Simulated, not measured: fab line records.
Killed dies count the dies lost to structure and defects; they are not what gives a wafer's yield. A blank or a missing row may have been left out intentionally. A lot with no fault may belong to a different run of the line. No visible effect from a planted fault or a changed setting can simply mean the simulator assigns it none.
fab line records	flow nand_harc
record: lots: 24	wafers: 72	last_day: 33
route steps=1302 shown P_CONTACT@249 P_M0@266 P_M1@296 P_M2@328
lots untouched by any fault: they come from a run of this same line in which no faults occurred
start_h: hours from the record's first day to the start of the lot's first wafer shown	wait_h: how many hours have passed since the lot's step before this one	" identical to the entry in the row above	L1.1+2: several wafers, shown together as one row	- no value present, or no start provided	* or withheld: withheld	< > ~ a bound
route shown NAME@n: a module of which the file shows steps, and the number in the route of the first	usual: mean/standard deviation taken from wafers without a fault	same: alike in all rows	chamber/n: place in a boat	sites: the reading at each site	_std_site: the values' standard deviation	_edge_site: inner sites' mean taken away from outer sites' mean	radius_mm: how far each site lies from the wafer's centre	mask NAME#n: copy n	behind: the most recent tool/chamber to have shaped the wafer	hold: what put the lot on hold/how long, in hours/how the hold closed	device: transistor that didn't switch, given as n, p or np	end of line: the tests these same wafers got at the end of their route	for a step that has no rows: nothing shown but its recipe	killed: dies lost to structure and defects at the first sort, not the wafer's yield	map: per-die view of a wafer (x killed, . not killed, _ where there is no die)
set.NAME: the setting that was run; set.NAME@STEP: the one run at that earlier step	model.NAME: the simulator's own value behind a step, which no gauge read
a sample of lots followed through the steps of the route, with each step as a table and each wafer as a row
services: from which hour (start_h, from the record's first day; less than 0 if before it) a tool's chamber was out of use, for how many hours, and why
== steps ==
step: NHARC_P_CONTACT_CMP_24
recipe: t_overpolish_s: 30	target_thk_nm: 200
usual: motor_current_A: 12.4/0.75	overpolish_run_s: 30.000/0.0091	time_to_endpoint_s: 38.2/2.6
lot.wafer	tool	chamber	start_h	wait_h	motor_current_A	overpolish_run_s	time_to_endpoint_s
L074.2	cmp-02	1	124.39	0.5	12.1	30.006	36.8
L074.1	"	3	"	"	12.0	29.993	36.5
L074.6	"	1	"	"	12.1	29.999	36.1
L075.3	cmp-04	0	128.84	0.3	11.2	29.992	37.9
L075.1	"	1	"	"	12.7	29.997	36.7
L075.6	"	0	"	"	11.0	29.999	40.1
L076.4	cmp-04	0	138.11	0.3	11.2	29.999	43.8
L076.3	"	2	"	"	13.0	30.004	43.1
L076.2	"	3	"	"	14.4	29.985	42.3
L077.1	cmp-01	3	148.79	0.5	11.5	30.014	40.6
L077.6	"	3	"	"	11.5	29.996	45.9
L077.5	"	0	"	"	11.8	29.989	43.3
L078.4	cmp-02	1	167.04	0.4	12.2	29.987	37.6
L078.6	"	3	"	"	12.9	30.018	39.6
L078.5	"	0	"	"	12.0	30.001	31.5
L079.2	cmp-02	0	170.00	0.5	12.3	30.012	35.8
L079.5	"	3	"	"	12.5	29.995	36.8
L079.6	"	0	"	"	12.2	29.995	35.5
L080.4	cmp-01	0	182.27	0.4	12.4	30.004	41.5
L080.1	"	1	"	"	13.7	30.016	40.6
L080.6	"	1	"	"	14.0	30.000	41.7
L081.3	cmp-02	0	189.42	0.4	11.6	29.985	35.1
L081.1	"	1	"	"	12.0	29.984	35.1
L081.6	"	0	"	"	12.4	30.001	36.7
L082.4	cmp-04	3	204.62	0.3	13.7	30.002	35.1
L082.2	"	0	"	"	10.5	29.989	35.5
L082.1	"	1	"	"	12.5	29.991	37.8
L083.1	cmp-02	1	205.01	0.5	12.3	30.011	38.4
L083.5	"	0	"	"	12.3	29.993	34.1
L083.6	"	1	"	"	11.8	29.998	38.2
L084.2	cmp-02	0	225.23	0.6	12.6	29.998	34.2
L084.3	"	2	"	"	12.6	30.002	36.1
L084.5	"	3	"	"	11.6	29.997	39.1
L085.4	cmp-01	3	237.69	0.3	11.8	30.011	39.0
L085.2	"	0	"	"	12.7	30.017	39.9
L085.5	"	3	"	"	11.8	29.986	39.5
L086.2	cmp-01	2	240.05	0.6	13.0	29.997	39.2
L086.1	"	0	"	"	12.0	30.015	37.0
L086.3	"	1	"	"	13.3	29.998	37.8
L087.4	cmp-04	3	249.60	0.3	14.9	30.007	35.0
L087.5	"	3	"	"	14.0	29.989	36.5
L087.6	"	0	"	"	10.6	30.009	38.2
L089.3	cmp-02	3	265.04	0.4	11.5	29.992	39.3
L089.5	"	3	"	"	12.4	29.987	38.7
L089.6	"	0	"	"	11.1	29.996	40.3
L088.3	cmp-01	2	266.02	0.3	11.8	30.008	38.1
L088.4	"	3	"	"	11.9	29.981	38.9
L088.1	"	1	"	"	13.2	29.991	37.4
L090.1	cmp-02	2	288.87	0.5	12.7	29.997	36.2
L090.3	"	0	"	"	12.3	30.004	33.9
L090.5	"	2	"	"	13.5	29.999	37.9
L091.1	cmp-04	2	291.34	0.5	12.9	29.990	36.9
L091.2	"	0	"	"	11.2	30.002	37.8
L091.5	"	3	"	"	13.9	30.006	35.7
L092.1	cmp-02	2	308.51	0.6	12.8	30.004	36.8
L092.2	"	3	"	"	11.8	30.013	38.4
L092.4	"	1	"	"	11.9	30.006	41.7
L093.1	cmp-02	0	316.95	0.5	12.0	30.009	38.1
L093.6	"	2	"	"	13.0	30.005	37.4
L093.5	"	3	"	"	12.0	29.978	37.2
L095.2	cmp-01	2	327.47	0.6	12.7	29.996	40.0
L095.1	"	0	"	"	12.2	30.013	37.9
L095.5	"	1	"	"	13.6	29.991	38.8
L094.1	cmp-02	3	328.34	0.6	12.2	30.009	37.5
L094.4	"	1	"	"	12.2	29.993	40.3
L094.6	"	3	"	"	12.4	29.994	37.3
L096.1	cmp-01	0	338.13	0.5	11.7	30.013	38.4
L096.3	"	1	"	"	13.8	29.996	40.7
L096.6	"	3	"	"	11.4	30.008	36.4
L097.4	cmp-02	2	352.17	0.4	12.8	29.991	40.6
L097.1	"	3	"	"	11.8	29.994	42.6
L097.2	"	0	"	"	11.9	29.982	35.8
step: NHARC_P_M0_DESCUM_14
recipe: time_s: 3	o2_flow_sccm: 200	ar_flow_sccm: 0	bias_power_w: 0	chemistry: O2
usual: drypump_motor_current_A: 5.9/0.35	mfc_ar_sccm: 0.011/0.013	oes_product_au: 1.002/0.0087	rf_vpp_V: 57.9/0.98	showerhead_plenum_p_Torr: 1.94/0.098	throttle_valve_pct: 11.311/0.0096
lot.wafer	tool	chamber	start_h	wait_h	drypump_motor_current_A	mfc_ar_sccm	oes_product_au	rf_hours_counter_h	rf_vpp_V	showerhead_plenum_p_Torr	throttle_valve_pct
L074.2	rie_diel-03	1	125.73	0.1	6.4	0	1.001	1	59.9	2.04	11.308
L074.1	"	0	"	"	5.7	0.031	0.984	2	57.8	1.81	11.321
L074.6	"	2	"	"	6.0	0	0.993	-	58.9	1.80	11.309
L075.3	rie_diel-03	2	130.30	0.1	6.0	0	1.001	2	56.0	1.80	11.308
L075.1	"	3	"	"	6.2	0.014	1.004	2	58.3	2.03	11.319
L075.6	"	2	"	"	6.0	0	1.015	-	56.0	1.80	11.323
L076.2	rie_diel-03	3	139.59	0.1	6.2	0.014	1.006	4	57.8	2.03	11.317
L076.3	"	0	"	"	5.7	0.031	0.989	4	58.3	1.81	11.312
L076.4	"	1	"	"	6.4	0	1.004	4	55.8	2.04	11.309
L077.1	rie_diel-03	3	150.32	0.1	6.2	0.014	1.018	5	57.5	2.03	11.328
L077.6	"	1	"	"	6.3	0	1.000	-	57.5	2.04	11.301
L077.5	"	2	"	"	6.0	0	0.998	-	58.6	1.80	11.308
L078.4	rie_diel-10	2	168.36	0.1	5.8	0.011	1.005	31	57.5	2.05	11.302
L078.5	"	2	"	"	5.8	0.011	1.010	-	60.0	2.05	11.330
L078.6	"	3	"	"	5.8	0.002	1.012	-	58.0	1.88	11.306
L079.2	rie_diel-03	2	171.47	0.1	6.0	0	1.019	8	57.0	1.80	11.322
L079.6	"	2	"	"	6.0	0	1.012	-	58.3	1.80	11.313
L079.5	"	3	"	"	6.2	0.014	1.007	-	57.6	2.03	11.320
L080.4	rie_diel-01	1	183.66	0.1	6.2	0	0.996	40	58.9	2.06	11.297
L080.1	"	0	"	"	5.5	0.032	0.991	51	59.2	1.97	11.303
L080.6	"	2	"	"	5.5	0.011	1.003	-	59.4	1.95	11.309
L081.1	rie_diel-10	2	190.90	0.1	5.8	0.011	1.006	41	59.3	2.04	11.298
L081.3	"	3	"	"	5.9	0.002	1.020	41	56.9	1.87	11.299
L081.6	"	3	"	"	5.9	0.002	1.012	-	57.0	1.87	11.299
L082.4	rie_diel-10	3	206.11	0.1	5.9	0.002	1.012	46	57.6	1.87	11.311
L082.2	"	0	"	"	5.0	0.004	1.007	45	57.5	1.95	11.311
L082.1	"	2	"	"	5.8	0.011	1.011	45	57.4	2.04	11.307
L083.1	rie_diel-10	2	206.67	0.2	5.8	0.011	1.006	46	58.9	2.04	11.304
L083.6	"	2	"	"	5.8	0.011	1.024	-	57.0	2.04	11.306
L083.5	"	3	"	"	5.8	0.002	1.003	-	58.5	1.87	11.296
L084.3	rie_diel-03	1	226.58	0.1	6.4	0	0.992	18	59.4	2.04	11.314
L084.2	"	0	"	"	5.7	0.031	0.987	17	56.6	1.81	11.310
L084.5	"	1	"	"	6.4	0	0.995	-	56.8	2.04	11.317
L085.4	rie_diel-03	0	239.03	0.1	5.7	0.031	1.003	19	58.1	1.81	11.301
L085.2	"	2	"	"	6.0	0	1.009	18	59.3	1.80	11.310
L085.5	"	3	"	"	6.1	0.014	1.004	-	59.3	2.02	11.300
L086.3	rie_diel-10	1	241.42	0.1	6.4	0	1.004	67	58.8	1.98	11.312
L086.2	"	2	"	"	5.8	0.011	1.013	53	58.6	2.04	11.294
L086.1	"	3	"	"	5.8	0.002	1.006	62	57.5	1.87	11.324
L087.4	rie_diel-03	3	251.10	0.1	6.1	0.014	1.004	20	58.3	2.02	11.302
L087.6	"	2	"	"	5.9	0	0.992	-	55.6	1.80	11.314
L087.5	"	3	"	"	6.1	0.014	1.002	-	58.6	2.02	11.302
L089.3	rie_diel-01	3	266.42	0.1	5.8	0.045	1.001	14	57.5	1.96	11.302
L089.6	"	0	"	"	5.4	0.032	0.994	-	56.7	1.96	11.296
L089.5	"	1	"	"	6.1	0	0.991	-	58.9	2.05	11.324
L088.1	rie_diel-10	2	267.38	0.1	5.8	0.011	0.998	4	57.6	2.04	11.315
L088.3	"	3	"	"	5.9	0.002	1.007	5	57.1	1.86	11.327
L088.4	"	0	"	"	5.0	0.004	1.011	6	58.1	1.95	11.313
L090.1	rie_diel-01	0	290.37	0.1	5.4	0.032	1.002	24	58.1	1.96	11.301
L090.3	"	2	"	"	5.5	0.011	1.007	30	58.1	1.94	11.300
L090.5	"	3	"	"	5.9	0.045	1.008	-	58.0	1.96	11.303
L091.1	rie_diel-03	0	292.85	0.1	5.7	0.031	0.997	0	56.9	1.81	11.295
L091.2	"	1	"	"	6.4	0	1.000	0	58.1	2.03	11.311
L091.5	"	2	"	"	6.0	0	1.010	-	57.3	1.80	11.299
L092.2	rie_diel-03	2	309.99	0.1	6.0	0	1.004	3	55.3	1.80	11.303
L092.1	"	0	"	"	5.8	0.031	1.001	2	57.9	1.80	11.310
L092.4	"	1	"	"	6.3	0	1.002	2	57.9	2.03	11.333
L093.1	rie_diel-03	3	318.73	0.1	6.2	0.014	0.999	4	58.3	2.02	11.309
L093.5	"	3	"	"	6.2	0.014	1.004	-	59.2	2.02	11.312
L093.6	"	0	"	"	5.7	0.031	0.986	-	56.9	1.80	11.316
L095.1	rie_diel-10	1	328.94	0.1	6.4	0	0.998	24	58.1	1.97	11.313
L095.2	"	3	"	"	5.9	0.002	0.988	26	59.3	1.86	11.319
L095.5	"	0	"	"	5.0	0.004	1.001	-	57.7	1.94	11.314
L094.1	rie_diel-03	0	330.03	0.1	5.7	0.031	0.989	5	57.0	1.80	11.312
L094.4	"	0	"	"	5.7	0.031	0.989	-	58.4	1.80	11.310
L094.6	"	1	"	"	6.3	0	1.001	-	58.2	2.03	11.314
L096.1	rie_diel-01	2	339.59	0.1	5.5	0.011	0.995	41	57.7	1.94	11.316
L096.3	"	3	"	"	5.9	0.045	1.007	35	57.8	1.96	11.320
L096.6	"	1	"	"	6.1	0	0.996	-	57.5	2.05	11.316
L097.1	rie_diel-03	2	353.54	0.1	6.0	0	1.011	14	57.5	1.79	11.310
L097.2	"	0	"	"	5.7	0.031	0.989	13	57.7	1.80	11.305
L097.4	"	0	"	"	5.7	0.031	0.990	-	55.8	1.80	11.306
step: NHARC_P_M1_OVL_MEAS_10
recipe: pitch_nm: 260
usual: overlay_x_nm: 0.0/0.93	overlay_y_nm: 0.1/0.8
lot.wafer	tool	chamber	start_h	wait_h	overlay_x_nm	overlay_y_nm
L074.1	overlay-02	-	129.57	-	-0.6	-1.3
L074.2	"	-	"	"	-0.3	-1.2
L074.6	"	-	"	"	-0.6	-1.5
L075.1	overlay-01	-	134.33	-	0.9	-0.5
L075.3	"	-	"	"	0.7	-0.8
L075.6	"	-	"	"	0.0	-0.5
L076.2	overlay-02	-	143.52	-	-0.7	-0.9
L076.3	"	-	"	"	-0.2	-1.0
L076.4	"	-	"	"	0.2	-1.1
L077.1	overlay-01	-	154.13	-	0.3	0.9
L077.5	"	-	"	"	0.6	1.3
L077.6	"	-	"	"	0.2	0.8
L078.4	overlay-01	-	172.31	-	-0.8	0.8
L078.5	"	-	"	"	-0.3	0.8
L078.6	"	-	"	"	-0.5	1.2
L079.2	overlay-01	-	175.43	-	-0.1	0.1
L079.5	"	-	"	"	-0.4	0.6
L079.6	"	-	"	"	0.0	0.3
L080.1	overlay-02	-	187.48	-	-0.4	0.2
L080.4	"	-	"	"	-0.9	0.1
L080.6	"	-	"	"	-0.8	0.0
L081.1	overlay-01	-	195.13	-	-0.1	0.6
L081.3	"	-	"	"	-0.2	0.2
L081.6	"	-	"	"	-0.3	0.0
L082.1	overlay-02	-	210.71	-	-0.3	0.1
L082.2	"	-	"	"	-0.1	0.4
L082.4	"	-	"	"	0.0	-0.7
L083.1	overlay-02	-	210.87	-	-0.3	-1.0
L083.5	"	-	"	"	-1.0	-0.7
L083.6	"	-	"	"	0.1	-0.3
L084.2	overlay-01	-	230.82	-	0.0	0.3
L084.3	"	-	"	"	0.3	0.4
L084.5	"	-	"	"	0.0	0.4
L085.2	overlay-01	-	242.90	-	-1.7	0.0
L085.4	"	-	"	"	-1.8	-0.1
L085.5	"	-	"	"	-1.6	-0.8
L086.1	overlay-02	-	245.29	-	-0.1	-1.0
L086.2	"	-	"	"	0.5	-1.7
L086.3	"	-	"	"	0.8	-1.1
L087.4	overlay-02	-	255.59	-	0.9	0.3
L087.5	"	-	"	"	0.9	1.5
L087.6	"	-	"	"	1.0	0.9
L089.3	overlay-01	-	270.32	-	1.5	0.1
L089.5	"	-	"	"	1.0	0.2
L089.6	"	-	"	"	0.6	-0.7
L088.1	overlay-01	-	271.46	-	-0.3	-0.1
L088.3	"	-	"	"	0.1	0.0
L088.4	"	-	"	"	-0.6	-0.7
L090.1	overlay-02	-	294.53	-	0.1	0.7
L090.3	"	-	"	"	0.5	0.4
L090.5	"	-	"	"	0.0	0.2
L091.1	overlay-01	-	297.07	-	-0.8	-0.4
L091.2	"	-	"	"	-0.9	0.4
L091.5	"	-	"	"	-1.1	0.0
L092.1	overlay-02	-	313.94	-	-2.8	1.0
L092.2	"	-	"	"	-2.2	1.0
L092.4	"	-	"	"	-2.0	0.9
L093.1	overlay-01	-	322.56	-	0.7	0.4
L093.5	"	-	"	"	0.8	0.6
L093.6	"	-	"	"	0.7	0.4
L095.1	overlay-02	-	332.89	-	0.8	1.7
L095.2	"	-	"	"	0.2	1.1
L095.5	"	-	"	"	0.3	2.0
L094.1	overlay-01	-	334.13	-	1.9	0.8
L094.4	"	-	"	"	1.8	0.8
L094.6	"	-	"	"	1.8	1.1
L096.1	overlay-01	-	343.53	-	1.7	0.1
L096.3	"	-	"	"	1.8	-0.1
L096.6	"	-	"	"	1.7	0.7
L097.1	overlay-01	-	357.77	-	-0.2	-1.1
L097.2	"	-	"	"	-0.6	-0.9
L097.4	"	-	"	"	-0.4	-1.2
step: NHARC_P_M1_PRE_CLEAN_32
recipe: time_s: 12	temp_c: 370	rf_power_w: 300	gas: NH3
usual: heater_power_w: 643/100
lot.wafer	tool	chamber	start_h	wait_h	heater_power_w
L074.2	pecvd-02	0	132.32	0.1	851
L074.1	"	2	"	"	671
L074.6	"	1	"	"	616
L075.1	pecvd-02	0	137.24	0.1	962
L075.3	"	2	"	"	678
L075.6	"	1	"	"	593
L076.2	pecvd-03	0	146.34	0.1	677
L076.3	"	2	"	"	599
L076.4	"	0	"	"	680
L077.1	pecvd-03	2	156.88	0.1	547
L077.5	"	1	"	"	552
L077.6	"	2	"	"	536
L078.6	pecvd-03	2	175.10	0.1	543
L078.5	"	0	"	"	604
L078.4	"	1	"	"	603
L079.2	pecvd-01	1	178.26	0.1	638
L079.6	"	2	"	"	512
L079.5	"	0	"	"	611
L080.1	pecvd-01	1	190.24	0.1	613
L080.6	"	2	"	"	582
L080.4	"	1	"	"	599
L081.3	pecvd-01	2	197.86	0.1	604
L081.1	"	1	"	"	657
L081.6	"	2	"	"	586
L082.2	pecvd-02	2	213.45	0.1	590
L082.1	"	0	"	"	938
L082.4	"	1	"	"	581
L083.1	pecvd-03	1	213.63	0.1	599
L083.6	"	2	"	"	647
L083.5	"	1	"	"	620
L084.3	pecvd-01	2	233.98	0.1	579
L084.2	"	1	"	"	647
L084.5	"	2	"	"	595
L085.2	pecvd-02	1	245.64	0.1	626
L085.5	"	1	"	"	620
L085.4	"	2	"	"	581
L086.1	pecvd-03	0	248.25	0.1	640
L086.2	"	1	"	"	600
L086.3	"	2	"	"	636
L087.5	pecvd-02	1	258.37	0.1	633
L087.6	"	2	"	"	701
L087.4	"	0	"	"	903
L089.3	pecvd-02	0	273.16	0.1	930
L089.5	"	0	"	"	963
L089.6	"	2	"	"	632
L088.3	pecvd-03	1	274.43	0.1	666
L088.1	"	2	"	"	634
L088.4	"	2	"	"	651
L090.1	pecvd-03	1	297.30	0.1	639
L090.3	"	1	"	"	638
L090.5	"	1	"	"	638
L091.1	pecvd-02	1	299.82	0.1	664
L091.2	"	2	"	"	566
L091.5	"	0	"	"	926
L092.1	pecvd-02	2	316.68	0.1	675
L092.2	"	0	"	"	860
L092.4	"	1	"	"	645
L093.1	pecvd-03	2	325.31	0.1	542
L093.5	"	1	"	"	606
L093.6	"	2	"	"	532
L095.1	pecvd-01	2	335.64	0.1	521
L095.2	"	0	"	"	602
L095.5	"	1	"	"	673
L094.1	pecvd-01	1	336.87	0.1	711
L094.4	"	2	"	"	460
L094.6	"	0	"	"	621
L096.1	pecvd-03	0	346.29	0.1	653
L096.3	"	0	"	"	660
L096.6	"	2	"	"	573
L097.1	pecvd-01	1	360.53	0.1	655
L097.2	"	0	"	"	625
L097.4	"	2	"	"	515
step: NHARC_P_M2_CD_MEAS_09
recipe: target_cd_nm: 170	landing_energy_ev: 500
usual: cd_nm: 169.9/0.47
lot.wafer	tool	chamber	start_h	wait_h	cd_nm
L074.1	cd_sem-01	0	133.64	-	170.8
L074.2	"	0	"	"	170.7
L074.6	"	0	"	"	170.3
L075.1	cd_sem-03	0	138.57	-	170.0
L075.3	"	0	"	"	170.0
L075.6	"	0	"	"	169.9
L076.2	cd_sem-02	0	147.66	-	169.7
L076.3	"	0	"	"	169.7
L076.4	"	0	"	"	169.5
L077.1	cd_sem-01	0	158.07	-	169.4
L077.5	"	0	"	"	169.8
L077.6	"	0	"	"	169.8
L078.4	cd_sem-01	0	176.27	-	169.6
L078.5	"	0	"	"	169.9
L078.6	"	0	"	"	170.0
L079.2	cd_sem-02	0	179.63	-	169.6
L079.5	"	0	"	"	170.2
L079.6	"	0	"	"	169.7
L080.1	cd_sem-03	0	191.40	-	170.1
L080.4	"	0	"	"	169.8
L080.6	"	0	"	"	169.1
L081.1	cd_sem-03	0	199.18	-	168.9
L081.3	"	0	"	"	169.0
L081.6	"	0	"	"	169.2
L082.1	cd_sem-01	0	214.66	-	170.5
L082.2	"	0	"	"	170.1
L082.4	"	0	"	"	169.8
L083.1	cd_sem-02	0	214.93	-	169.4
L083.5	"	0	"	"	169.7
L083.6	"	0	"	"	169.4
L084.2	cd_sem-03	0	235.32	-	169.8
L084.3	"	0	"	"	170.1
L084.5	"	0	"	"	169.5
L085.2	cd_sem-02	0	246.97	-	171.1
L085.4	"	0	"	"	171.4
L085.5	"	0	"	"	170.6
L086.1	cd_sem-01	0	249.42	-	170.1
L086.2	"	0	"	"	170.2
L086.3	"	0	"	"	170.4
L087.4	cd_sem-02	0	259.65	-	169.9
L087.5	"	0	"	"	170.1
L087.6	"	0	"	"	170.1
L089.3	cd_sem-01	0	274.47	-	170.2
L089.5	"	0	"	"	169.9
L089.6	"	0	"	"	169.9
L088.1	cd_sem-01	0	275.73	-	169.9
L088.3	"	0	"	"	169.4
L088.4	"	0	"	"	168.7
L090.1	cd_sem-01	0	298.77	-	170.4
L090.3	"	0	"	"	170.5
L090.5	"	0	"	"	170.1
L091.1	cd_sem-02	0	301.11	-	170.6
L091.2	"	0	"	"	169.7
L091.5	"	0	"	"	170.0
L092.1	cd_sem-03	0	318.14	-	169.9
L092.2	"	0	"	"	169.9
L092.4	"	0	"	"	170.0
L093.1	cd_sem-01	0	326.61	-	169.5
L093.5	"	0	"	"	170.5
L093.6	"	0	"	"	170.5
L095.1	cd_sem-01	0	336.95	-	170.0
L095.2	"	0	"	"	170.3
L095.5	"	0	"	"	169.8
L094.1	cd_sem-01	0	338.19	-	169.8
L094.4	"	0	"	"	169.7
L094.6	"	0	"	"	169.1
L096.1	cd_sem-03	0	347.76	-	169.6
L096.3	"	0	"	"	169.7
L096.6	"	0	"	"	169.3
L097.1	cd_sem-03	0	361.87	-	170.4
L097.2	"	0	"	"	169.3
L097.4	"	0	"	"	169.1
step: NHARC_P_M2_PVD_20
recipe: target_thk_a: 50	bias_v: 168.6	power_w: 15000	chamber_pressure_pa: 0.12	time_s: 8.06	substrate_temp_c: 50	material: TaN
usual: throttle_valve_pct: 30.5/1.2
lot.wafer	tool	chamber	start_h	wait_h	throttle_valve_pct
L074.2	pvd_sputter-03	-	-	-	28.7
L074.1	"	-	"	"	29.9
L074.6	"	-	"	"	30.4
L075.1	pvd_sputter-02	-	-	-	30.8
L075.3	"	-	"	"	31.5
L075.6	"	-	"	"	31.0
L076.2	pvd_sputter-02	-	-	-	32.7
L076.4	"	-	"	"	30.9
L076.3	"	-	"	"	31.1
L077.1	pvd_sputter-02	-	-	-	31.0
L077.5	"	-	"	"	32.5
L077.6	"	-	"	"	31.1
L078.4	pvd_sputter-01	-	-	-	31.1
L078.6	"	-	"	"	29.9
L078.5	"	-	"	"	31.3
L079.2	pvd_sputter-03	-	-	-	29.4
L079.6	"	-	"	"	29.4
L079.5	"	-	"	"	30.1
L080.1	pvd_sputter-01	-	-	-	31.3
L080.4	"	-	"	"	29.1
L080.6	"	-	"	"	30.9
L081.1	pvd_sputter-01	-	-	-	31.1
L081.3	"	-	"	"	28.1
L081.6	"	-	"	"	29.4
L082.1	pvd_sputter-02	-	-	-	31.1
L082.2	"	-	"	"	32.6
L082.4	"	-	"	"	30.8
L083.1	pvd_sputter-01	-	-	-	29.2
L083.6	"	-	"	"	31.1
L083.5	"	-	"	"	28.3
L084.2	pvd_sputter-01	-	-	-	29.5
L084.3	"	-	"	"	28.1
L084.5	"	-	"	"	29.8
L085.2	pvd_sputter-02	-	-	-	32.7
L085.4	"	-	"	"	31.1
L085.5	"	-	"	"	33.0
L086.1	pvd_sputter-02	-	-	-	31.2
L086.2	"	-	"	"	32.8
L086.3	"	-	"	"	30.8
L087.4	pvd_sputter-02	-	-	-	30.9
L087.6	"	-	"	"	31.3
L087.5	"	-	"	"	32.6
L089.3	pvd_sputter-02	-	-	-	32.4
L089.5	"	-	"	"	32.6
L089.6	"	-	"	"	30.9
L088.4	pvd_sputter-01	-	-	-	29.7
L088.3	"	-	"	"	31.2
L088.1	"	-	"	"	28.2
L090.1	pvd_sputter-03	-	-	-	30.6
L090.3	"	-	"	"	29.8
L090.5	"	-	"	"	30.6
L091.2	pvd_sputter-01	-	-	-	29.4
L091.1	"	-	"	"	31.1
L091.5	"	-	"	"	29.8
L092.2	pvd_sputter-03	-	-	-	28.5
L092.4	"	-	"	"	30.8
L092.1	"	-	"	"	29.7
L093.1	pvd_sputter-02	-	-	-	30.8
L093.5	"	-	"	"	30.9
L093.6	"	-	"	"	30.5
L095.2	pvd_sputter-01	-	-	-	31.3
L095.1	"	-	"	"	28.1
L095.5	"	-	"	"	28.1
L094.1	pvd_sputter-02	-	-	-	31.8
L094.4	"	-	"	"	30.5
L094.6	"	-	"	"	30.6
L096.1	pvd_sputter-02	-	-	-	30.6
L096.3	"	-	"	"	31.9
L096.6	"	-	"	"	30.9
L097.2	pvd_sputter-02	-	-	-	30.8
L097.1	"	-	"	"	32.0
L097.4	"	-	"	"	30.8
== services ==
tool	chamber	start_h	hours	kind
pvd_sputter-02	-	104.08	10.0	pm
rie_diel-03	-	104.35	9.0	pm
cmp-02	-	121.23	1.6	repair
pvd_sputter-01	-	126.84	5.6	repair
cmp-02	-	134.61	4.0	pm
cmp-02	-	148.28	16.3	repair
cmp-02	-	170.16	0.5	repair
pecvd-03	-	185.00	13.0	pm
cmp-02	-	205.23	0.6	repair
pvd_sputter-01	-	226.02	10.0	pm
pecvd-02	-	227.00	13.0	pm
cmp-02	-	232.61	4.0	pm
pecvd-02	-	261.93	0.3	repair
rie_diel-03	3	266.33	6.6	repair
rie_diel-03	3	273.15	8.1	repair
rie_diel-03	-	281.36	9.0	pm
pvd_sputter-02	-	282.08	10.0	pm
pvd_sputter-01	-	287.67	6.3	repair
pecvd-03	0	295.15	8.5	repair
rie_diel-03	3	329.68	68.2	repair
cmp-02	-	330.61	4.0	pm
pecvd-03	1	342.83	18.6	repair
cmp-02	-	343.80	1.7	repair
pvd_sputter-01	-	348.72	1.4	repair
== key ==
fault none
